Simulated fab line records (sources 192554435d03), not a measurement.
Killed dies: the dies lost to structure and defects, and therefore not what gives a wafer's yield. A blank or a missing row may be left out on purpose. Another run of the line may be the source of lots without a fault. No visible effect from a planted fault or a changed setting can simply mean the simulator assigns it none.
Which tool did it? / flow n5_finfet / 10 lots, 28 wafers sampled, at 5 steps of a route of 1938

WHAT THE GAUGES READ, wafer by wafer
N5_BEOL_M0_OCD_MEAS_108. Usual: trench_depth_nm reads 32.4 nm (standard deviation 0.68).
lot=L401; measured=day 5 20:16; on=ocd-01; trench_depth_nm (nm)=31.8 32.4 32.1; flag=
lot=L402; measured=day 6 08:19; on=ocd-01; trench_depth_nm (nm)=32.8 31.8 32.0; flag=
lot=L407; measured=day 7 08:56; on=ocd-01; trench_depth_nm (nm)=33.4 33.5 32.0; flag=
lot=L416; measured=day 9 18:47; on=ocd-01; trench_depth_nm (nm)=33.1 31.9 33.7; flag=
lot=L417; measured=day 9 23:15; on=ocd-01; trench_depth_nm (nm)=32.4 33.0 32.5; flag=
lot=L418; measured=day 10 01:38; on=ocd-02; trench_depth_nm (nm)=31.2 31.8; flag=
lot=L419; measured=day 10 08:18; on=ocd-02; trench_depth_nm (nm)=31.8 32.2 32.8; flag=
lot=L420; measured=day 10 16:08; on=ocd-02; trench_depth_nm (nm)=31.8 33.2 31.7; flag=
lot=L422; measured=day 11 00:30; on=ocd-01; trench_depth_nm (nm)=34.2 33.8 33.9; flag=
lot=L424; measured=day 11 19:58; on=ocd-01; trench_depth_nm (nm)=33.2 34.1; flag=

N5_BEOL_M4_RC_MEAS_101. Usual: DIBL_N 36.0 mV/V, standard deviation 2.5; DIBL_P 36.2 mV/V, standard deviation 3; IOFF_N 0.16 nA/um, standard deviation 0.044; IOFF_P 0.21 nA/um, standard deviation 0.049; ION_N 671 uA/um, standard deviation 15; ION_P 461 uA/um, standard deviation 8.7; SS_N 71.5 mV/dec, standard deviation 0.72; SS_P 73.4 mV/dec, standard deviation 0.9; VT_N 251 mV, standard deviation 4.4; VT_P -250 mV, standard deviation 4.
lot=L401; measured=day 8 12:22; on=prober-01; DIBL_N (mV/V)=34.7 36.7 33.9; DIBL_P (mV/V)=33.8 36.3 32.7; IOFF_N (nA/um)=0.13 0.16 0.12; IOFF_P (nA/um)=0.20 0.24 0.19; ION_N (uA/um)=653 672 667; ION_P (uA/um)=456 469 468; SS_N (mV/dec)=71.5 71.4 71.0; SS_P (mV/dec)=72.0 73.8 72.1; VT_N (mV)=255 249 252; VT_P (mV)=-250 -243 -246; flag=
lot=L402; measured=day 8 21:15; on=prober-02; DIBL_N (mV/V)=34.6 33.6 33.5; DIBL_P (mV/V)=36.4 35.3 35.5; IOFF_N (nA/um)=0.13 0.13 0.13; IOFF_P (nA/um)=0.19 0.17 0.18; ION_N (uA/um)=652 660 652; ION_P (uA/um)=449 452 447; SS_N (mV/dec)=71.9 71.7 72.0; SS_P (mV/dec)=73.2 73.2 73.0; VT_N (mV)=254 253 254; VT_P (mV)=-252 -253 -255; flag=
lot=L407; measured=day 10 03:35; on=prober-01; DIBL_N (mV/V)=36.4 34.6 35.0; DIBL_P (mV/V)=36.8 33.4 35.4; IOFF_N (nA/um)=0.15 0.11 0.12; IOFF_P (nA/um)=0.20 0.16 0.20; ION_N (uA/um)=678 653 669; ION_P (uA/um)=464 452 468; SS_N (mV/dec)=71.5 70.4 71.6; SS_P (mV/dec)=73.5 72.5 72.8; VT_N (mV)=252 255 255; VT_P (mV)=-251 -253 -252; flag=
lot=L416; measured=day 12 11:42; on=prober-02; DIBL_N (mV/V)=34.1 37.7 34.2; DIBL_P (mV/V)=35.5 38.3 35.0; IOFF_N (nA/um)=0.13 0.21 0.14; IOFF_P (nA/um)=0.21 0.25 0.20; ION_N (uA/um)=669 676 667; ION_P (uA/um)=466 466 466; SS_N (mV/dec)=71.0 72.5 71.3; SS_P (mV/dec)=73.4 74.1 73.2; VT_N (mV)=251 247 249; VT_P (mV)=-248 -247 -252; flag=
lot=L417; measured=day 12 07:01; on=prober-02; DIBL_N (mV/V)=37.8 34.2 38.7; DIBL_P (mV/V)=37.9 32.6 38.6; IOFF_N (nA/um)=0.20 0.12 0.23; IOFF_P (nA/um)=0.22 0.15 0.25; ION_N (uA/um)=691 660 700; ION_P (uA/um)=461 448 463; SS_N (mV/dec)=71.4 71.2 72.4; SS_P (mV/dec)=74.0 72.5 74.3; VT_N (mV)=245 254 243; VT_P (mV)=-252 -254 -251; flag=
lot=L418; measured=day 13 13:41; on=prober-02; DIBL_N (mV/V)=36.5 40.5; DIBL_P (mV/V)=36.2 40.6; IOFF_N (nA/um)=0.14 0.22; IOFF_P (nA/um)=0.20 0.27; ION_N (uA/um)=670 674; ION_P (uA/um)=456 460; SS_N (mV/dec)=71.0 72.4; SS_P (mV/dec)=73.2 74.5; VT_N (mV)=250 246; VT_P (mV)=-254 -248; flag=
lot=L419; measured=day 12 21:49; on=prober-01; DIBL_N (mV/V)=35.9 34.4 36.0; DIBL_P (mV/V)=37.7 35.8 37.3; IOFF_N (nA/um)=0.18 0.14 0.18; IOFF_P (nA/um)=0.26 0.22 0.24; ION_N (uA/um)=676 655 677; ION_P (uA/um)=469 460 469; SS_N (mV/dec)=71.0 70.9 72.3; SS_P (mV/dec)=73.7 73.8 73.8; VT_N (mV)=248 255 248; VT_P (mV)=-244 -248 -247; flag=
lot=L420; measured=day 12 22:44; on=prober-01; DIBL_N (mV/V)=33.0 32.5 35.2; DIBL_P (mV/V)=31.1 31.6 35.9; IOFF_N (nA/um)=0.10 0.10 0.14; IOFF_P (nA/um)=0.15 0.15 0.21; ION_N (uA/um)=653 643 668; ION_P (uA/um)=454 447 456; SS_N (mV/dec)=71.0 70.5 71.3; SS_P (mV/dec)=71.9 72.3 73.8; VT_N (mV)=258 259 250; VT_P (mV)=-255 -253 -251; flag=
lot=L422; measured=day 13 21:25; on=prober-01; DIBL_N (mV/V)=36.4 39.7 34.3; DIBL_P (mV/V)=36.3 40.5 32.5; IOFF_N (nA/um)=0.17 0.26 0.13; IOFF_P (nA/um)=0.25 0.34 0.18; ION_N (uA/um)=678 698 672; ION_P (uA/um)=473 475 460; SS_N (mV/dec)=72.1 72.2 70.5; SS_P (mV/dec)=73.6 74.3 72.5; VT_N (mV)=251 242 251; VT_P (mV)=-248 -244 -249; flag=
lot=L424; measured=day 14 06:51; on=prober-02; DIBL_N (mV/V)=37.1 34.0; DIBL_P (mV/V)=38.2 34.5; IOFF_N (nA/um)=0.17 0.12; IOFF_P (nA/um)=0.21 0.16; ION_N (uA/um)=685 675; ION_P (uA/um)=470 460; SS_N (mV/dec)=71.1 70.8; SS_P (mV/dec)=74.5 73.5; VT_N (mV)=253 252; VT_P (mV)=-253 -258; flag=

TOOL THAT RAN EACH LOT (tool first, then ch and the chambers of the sampled wafers, then the start)
lot=L401; N5_BEOL_M0_STRIP_140=rie_diel-02 ch 1,2,3, day 5 19:58; N5_BEOL_M0_SPUTTER_132=pvd_sputter-01, day 5 21:52; N5_BEOL_M0_CMP_120=cmp-03 ch 1,3, day 5 22:35
lot=L402; N5_BEOL_M0_STRIP_140=rie_diel-05 ch 0,1,3, day 6 07:58; N5_BEOL_M0_SPUTTER_132=pvd_sputter-01, day 6 11:25; N5_BEOL_M0_CMP_120=cmp-04 ch 2,3, day 6 12:19
lot=L407; N5_BEOL_M0_STRIP_140=rie_diel-02 ch 0,1, day 7 08:02; N5_BEOL_M0_SPUTTER_132=pvd_sputter-02, day 7 10:47; N5_BEOL_M0_CMP_120=cmp-03 ch 2,3, day 7 11:58
lot=L416; N5_BEOL_M0_STRIP_140=rie_diel-02 ch 1,3, day 9 17:53; N5_BEOL_M0_SPUTTER_132=pvd_sputter-01, day 9 20:13; N5_BEOL_M0_CMP_120=cmp-03 ch 1,2,3, day 9 21:10
lot=L417; N5_BEOL_M0_STRIP_140=rie_diel-01 ch 1, day 9 22:55; N5_BEOL_M0_SPUTTER_132=pvd_sputter-01, day 10 01:16; N5_BEOL_M0_CMP_120=cmp-03 ch 0,2,3, day 10 02:04
lot=L418; N5_BEOL_M0_STRIP_140=rie_diel-02 ch 0,3, day 10 01:08; N5_BEOL_M0_SPUTTER_132=pvd_sputter-01, day 10 03:22; N5_BEOL_M0_CMP_120=cmp-03 ch 0,3, day 10 04:11
lot=L419; N5_BEOL_M0_STRIP_140=rie_diel-01 ch 0,2,3, day 10 08:01; N5_BEOL_M0_SPUTTER_132=pvd_sputter-02, day 10 12:36; N5_BEOL_M0_CMP_120=cmp-01 ch 1,2,3, day 10 13:20
lot=L420; N5_BEOL_M0_STRIP_140=rie_diel-05 ch 0,2,3, day 10 15:50; N5_BEOL_M0_SPUTTER_132=pvd_sputter-03, day 10 18:17; N5_BEOL_M0_CMP_120=cmp-01 ch 0,1,2, day 10 20:13
lot=L422; N5_BEOL_M0_STRIP_140=rie_diel-01 ch 0,1,2, day 10 23:59; N5_BEOL_M0_SPUTTER_132=pvd_sputter-02, day 11 03:28; N5_BEOL_M0_CMP_120=cmp-04 ch 0,1,3, day 11 04:19
lot=L424; N5_BEOL_M0_STRIP_140=rie_diel-02 ch 0,1, day 11 18:57; N5_BEOL_M0_SPUTTER_132=pvd_sputter-01, day 11 22:49; N5_BEOL_M0_CMP_120=cmp-01 ch 0, day 11 23:34
- N5_BEOL_M0_STRIP_140: strips in CF4.
- N5_BEOL_M0_SPUTTER_132: material Cu, target thk 4 nm, time 7.37 s.
- N5_BEOL_M0_CMP_120: polishes, stops on SiOC, t overpolish 6.9 s.

WHAT THE TOOLS THEMSELVES READ (means of the sampled wafers that have a number; where no wafer has one, the mark that the record gives instead)
N5_BEOL_M0_STRIP_140. Usual: drypump_motor_current_A 5.8 A, standard deviation 0.48; oes_product_au 0.75 a.u., standard deviation 0.076; rf_vpp_V 271.0 V, standard deviation 1.7; showerhead_plenum_p_Torr 1.79 Torr, standard deviation 0.052; throttle_valve_pct 13.70 %, standard deviation 0.27.
lot=L401; tool=rie_diel-02; drypump_motor_current_A (A)=5.8; oes_product_au (a.u.)=0.84; rf_vpp_V (V)=271.4; showerhead_plenum_p_Torr (Torr)=1.77; throttle_valve_pct (%)=13.51; flag=
lot=L402; tool=rie_diel-05; drypump_motor_current_A (A)=5.6; oes_product_au (a.u.)=0.72; rf_vpp_V (V)=270.7; showerhead_plenum_p_Torr (Torr)=1.82; throttle_valve_pct (%)=13.77; flag=
lot=L407; tool=rie_diel-02; drypump_motor_current_A (A)=5.7; oes_product_au (a.u.)=0.74; rf_vpp_V (V)=269.6; showerhead_plenum_p_Torr (Torr)=1.74; throttle_valve_pct (%)=13.63; flag=
lot=L416; tool=rie_diel-02; drypump_motor_current_A (A)=5.8; oes_product_au (a.u.)=0.78; rf_vpp_V (V)=268.7; showerhead_plenum_p_Torr (Torr)=1.73; throttle_valve_pct (%)=13.52; flag=
lot=L417; tool=rie_diel-01; drypump_motor_current_A (A)=6.5; oes_product_au (a.u.)=0.90; rf_vpp_V (V)=271.8; showerhead_plenum_p_Torr (Torr)=1.82; throttle_valve_pct (%)=12.93; flag=
lot=L418; tool=rie_diel-02; drypump_motor_current_A (A)=5.6; oes_product_au (a.u.)=0.79; rf_vpp_V (V)=270.9; showerhead_plenum_p_Torr (Torr)=1.77; throttle_valve_pct (%)=13.79; flag=
lot=L419; tool=rie_diel-01; drypump_motor_current_A (A)=5.9; oes_product_au (a.u.)=0.81; rf_vpp_V (V)=272.7; showerhead_plenum_p_Torr (Torr)=1.84; throttle_valve_pct (%)=13.70; flag=
lot=L420; tool=rie_diel-05; drypump_motor_current_A (A)=6.0; oes_product_au (a.u.)=0.70; rf_vpp_V (V)=270.1; showerhead_plenum_p_Torr (Torr)=1.79; throttle_valve_pct (%)=13.78; flag=
lot=L422; tool=rie_diel-01; drypump_motor_current_A (A)=6.1; oes_product_au (a.u.)=0.85; rf_vpp_V (V)=274.3; showerhead_plenum_p_Torr (Torr)=1.85; throttle_valve_pct (%)=13.49; flag=
lot=L424; tool=rie_diel-02; drypump_motor_current_A (A)=5.6; oes_product_au (a.u.)=0.70; rf_vpp_V (V)=271.0; showerhead_plenum_p_Torr (Torr)=1.75; throttle_valve_pct (%)=13.80; flag=

N5_BEOL_M0_SPUTTER_132. Usual: throttle_valve_pct reads 29.6 % (standard deviation 0.86).
lot=L401; tool=pvd_sputter-01; throttle_valve_pct (%)=29.8; flag=
lot=L402; tool=pvd_sputter-01; throttle_valve_pct (%)=29.3; flag=
lot=L407; tool=pvd_sputter-02; throttle_valve_pct (%)=29.9; flag=
lot=L416; tool=pvd_sputter-01; throttle_valve_pct (%)=28.7; flag=
lot=L417; tool=pvd_sputter-01; throttle_valve_pct (%)=28.9; flag=
lot=L418; tool=pvd_sputter-01; throttle_valve_pct (%)=29.8; flag=
lot=L419; tool=pvd_sputter-02; throttle_valve_pct (%)=29.9; flag=
lot=L420; tool=pvd_sputter-03; throttle_valve_pct (%)=30.2; flag=
lot=L422; tool=pvd_sputter-02; throttle_valve_pct (%)=29.9; flag=
lot=L424; tool=pvd_sputter-01; throttle_valve_pct (%)=28.7; flag=

N5_BEOL_M0_CMP_120. Usual: barrier_field_endpoint_s 3.58 s, standard deviation 0.15; clearing_platen_rpm 50.003 rpm, standard deviation 0.028; motor_current_A 5.9 A, standard deviation 0.79; overpolish_run_s 6.902 s, standard deviation 0.0095; platen_rpm 50.00 rpm, standard deviation 0.034; time_to_endpoint_s 61 s, standard deviation 3.8.
lot=L401; tool=cmp-03; barrier_field_endpoint_s (s)=3.77; clearing_platen_rpm (rpm)=50.007; motor_current_A (A)=5.9; overpolish_run_s (s)=6.901; platen_rpm (rpm)=50.00; time_to_endpoint_s (s)=63; flag=
lot=L402; tool=cmp-04; barrier_field_endpoint_s (s)=3.33; clearing_platen_rpm (rpm)=49.994; motor_current_A (A)=5.8; overpolish_run_s (s)=6.905; platen_rpm (rpm)=49.97; time_to_endpoint_s (s)=57; flag=
lot=L407; tool=cmp-03; barrier_field_endpoint_s (s)=3.60; clearing_platen_rpm (rpm)=50.039; motor_current_A (A)=6.1; overpolish_run_s (s)=6.906; platen_rpm (rpm)=49.98; time_to_endpoint_s (s)=63; flag=
lot=L416; tool=cmp-03; barrier_field_endpoint_s (s)=2.46; clearing_platen_rpm (rpm)=50.036; motor_current_A (A)=6.1; overpolish_run_s (s)=6.892; platen_rpm (rpm)=49.95; time_to_endpoint_s (s)=43; flag=OFF
lot=L417; tool=cmp-03; barrier_field_endpoint_s (s)=2.44; clearing_platen_rpm (rpm)=50.008; motor_current_A (A)=6.6; overpolish_run_s (s)=6.891; platen_rpm (rpm)=50.02; time_to_endpoint_s (s)=43; flag=OFF
lot=L418; tool=cmp-03; barrier_field_endpoint_s (s)=2.94; clearing_platen_rpm (rpm)=49.998; motor_current_A (A)=6.6; overpolish_run_s (s)=6.900; platen_rpm (rpm)=50.00; time_to_endpoint_s (s)=48; flag=OFF
lot=L419; tool=cmp-01; barrier_field_endpoint_s (s)=3.43; clearing_platen_rpm (rpm)=50.018; motor_current_A (A)=5.5; overpolish_run_s (s)=6.915; platen_rpm (rpm)=50.00; time_to_endpoint_s (s)=59; flag=
lot=L420; tool=cmp-01; barrier_field_endpoint_s (s)=3.41; clearing_platen_rpm (rpm)=49.991; motor_current_A (A)=5.8; overpolish_run_s (s)=6.902; platen_rpm (rpm)=49.98; time_to_endpoint_s (s)=58; flag=
lot=L422; tool=cmp-04; barrier_field_endpoint_s (s)=3.61; clearing_platen_rpm (rpm)=49.992; motor_current_A (A)=5.3; overpolish_run_s (s)=6.902; platen_rpm (rpm)=50.02; time_to_endpoint_s (s)=58; flag=
lot=L424; tool=cmp-01; barrier_field_endpoint_s (s)=3.62; clearing_platen_rpm (rpm)=49.972; motor_current_A (A)=6.3; overpolish_run_s (s)=6.902; platen_rpm (rpm)=50.02; time_to_endpoint_s (s)=62; flag=

THE ANSWER, worked out from the rows above alone
Rule: lot off if the mean of its wafers having a number is beyond 3 standard deviations from the usual mean. A lot without any number at a reading at which 4 lots or more have one is off too. All remaining lots with rows at the step are treated as sound. The gauges are gone through in route order, then the tools' own readings, and for those a lot's mean is taken as printed above. The first step at which some lot is off is used, and at that step the reading that is off furthest; a lot without a number counts as furthest.
Off: L416, L417, L418 (N5_BEOL_M0_CMP_120, barrier_field_endpoint_s).
If a tool, at that step or one of the process steps before it, ran each lot that is off and ran no sound lot following the first of them, it fits. One fits: N5_BEOL_M0_CMP_120 on cmp-03. Its last sound lot is L407 (day 7 11:58), its first lot that is off L416 (day 9 21:10): a fault that began between those two fits.
The tool's own readings at N5_BEOL_M0_CMP_120 bear it out: on the lots that are off they differ by more than 5 times the standard deviation of the sound lots' means. barrier_field_endpoint_s reads 2.61 s there against 3.54 s on the sound lots; time_to_endpoint_s reads 45 s there against 60 s on the sound lots.

WHAT HAD BEEN PUT IN BY THE SIMULATOR
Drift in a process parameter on cmp-03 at N5_BEOL_M0_CMP_120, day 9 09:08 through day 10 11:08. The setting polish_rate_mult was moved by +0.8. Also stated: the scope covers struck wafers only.
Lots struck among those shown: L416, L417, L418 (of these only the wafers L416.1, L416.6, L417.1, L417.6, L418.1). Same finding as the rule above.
